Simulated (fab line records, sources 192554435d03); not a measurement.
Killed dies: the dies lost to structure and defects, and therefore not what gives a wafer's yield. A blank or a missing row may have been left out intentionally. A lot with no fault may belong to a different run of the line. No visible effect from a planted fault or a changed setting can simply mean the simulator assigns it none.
What tool caused it?	flow n5 finfet	30 wafers from 10 lots sampled at 3 of the route's 1938 steps

## WHAT EACH GAUGE READ, for each wafer
N5_BEOL_M4_RC_MEAS_101.
lot	measured	on	EOT_P
L744	day 8 01:18	prober-02	10.40 10.30 10.36
L745	day 8 11:33	prober-02	10.30 10.47 10.43
L746	day 8 13:30	prober-01	10.49 10.40 10.53
L747	day 8 22:27	prober-01	10.43 10.58 10.39
L750	day 9 16:02	prober-02	10.49 10.46 10.53
L756	day 11 05:07	prober-01	11.03 10.45 10.52
L757	day 11 14:01	prober-02	10.45 10.41 10.60
L758	day 11 23:07	prober-02	10.61 10.57 10.96
L761	day 13 01:37	prober-02	10.40 10.39 10.48
L765	day 14 00:35	prober-02	10.35 10.35 10.38

## WHICH TOOL RAN EACH LOT (tool, then ch and the chambers of the sampled wafers, then the start)
lot	N5_HKMG_FIN_DESCUM_53	N5_HKMG_FIN_CVD_62
L744	rie diel-01 ch 1,2, day 4 14:14	thermal cvd si-01 ch 0,1,2, day 4 15:58
L745	rie diel-06 ch 0,1, day 4 21:55	thermal cvd si-02 ch 1,2, day 4 23:38
L746	rie diel-03 ch 0,1, day 5 04:14	thermal cvd si-01 ch 0,1, day 5 05:58
L747	rie diel-01 ch 0,1,3, day 5 09:49	thermal cvd si-02 ch 0,2, day 5 11:32
L750	rie diel-01 ch 1,3, day 6 02:24	thermal cvd si-01 ch 0,2, day 6 04:10
L756	rie diel-03 ch 0,1, day 7 13:52	thermal cvd si-01 ch 0,1,2, day 7 15:42
L757	rie diel-06 ch 0,1,2, day 7 23:22	thermal cvd si-02 ch 0,1, day 8 01:05
L758	rie diel-03 ch 0,3, day 8 01:55	thermal cvd si-01 ch 0,1,2, day 8 03:38
L761	rie diel-01 ch 1,3, day 8 18:04	thermal cvd si-02 ch 0,1, day 8 19:48
L765	rie diel-01 ch 0,3, day 9 17:00	thermal cvd si-02 ch 0,2, day 9 18:43
- N5_HKMG_FIN_DESCUM_53: chemistry O2, time 7.9 s.
- N5_HKMG_FIN_CVD_62: deposits a-Si from Si2H6, target thk 3 nm, time 20.8 s.

## THE ANSWER, worked out from the rows above alone
Rule: the usual values come from the lots themselves. The widest of any qualifying gaps counts: lots, ordered by their means at a reading, are off when they make up no more than a third of the lots, leave a main group of 4 or more, and stand apart from it by 3 or more times the standard deviation of that group's means. A main group whose means are all the same, to the digits that the tables above print for the reading, isn't used. Also off: a lot with no number at a reading for which 4 or more lots have one. Any other lot the step has rows for is counted as sound.
Off: L756, L758, seen at N5_BEOL_M4_RC_MEAS_101 (EOT_P). The main group has a mean of 10.43 with a standard deviation of 0.053.
A tool fits if, at a process step before that reading, it ran every lot that is off, and no sound lot after the first of them. Those tools and the gauges at N5_BEOL_M4_RC_MEAS_101 are tried in the same way. Undecided on this evidence; 2 tools fit (rie diel-03 at N5_HKMG_FIN_DESCUM_53, thermal cvd si-01 at N5_HKMG_FIN_CVD_62).

## WHAT HAD BEEN PUT IN BY THE SIMULATOR
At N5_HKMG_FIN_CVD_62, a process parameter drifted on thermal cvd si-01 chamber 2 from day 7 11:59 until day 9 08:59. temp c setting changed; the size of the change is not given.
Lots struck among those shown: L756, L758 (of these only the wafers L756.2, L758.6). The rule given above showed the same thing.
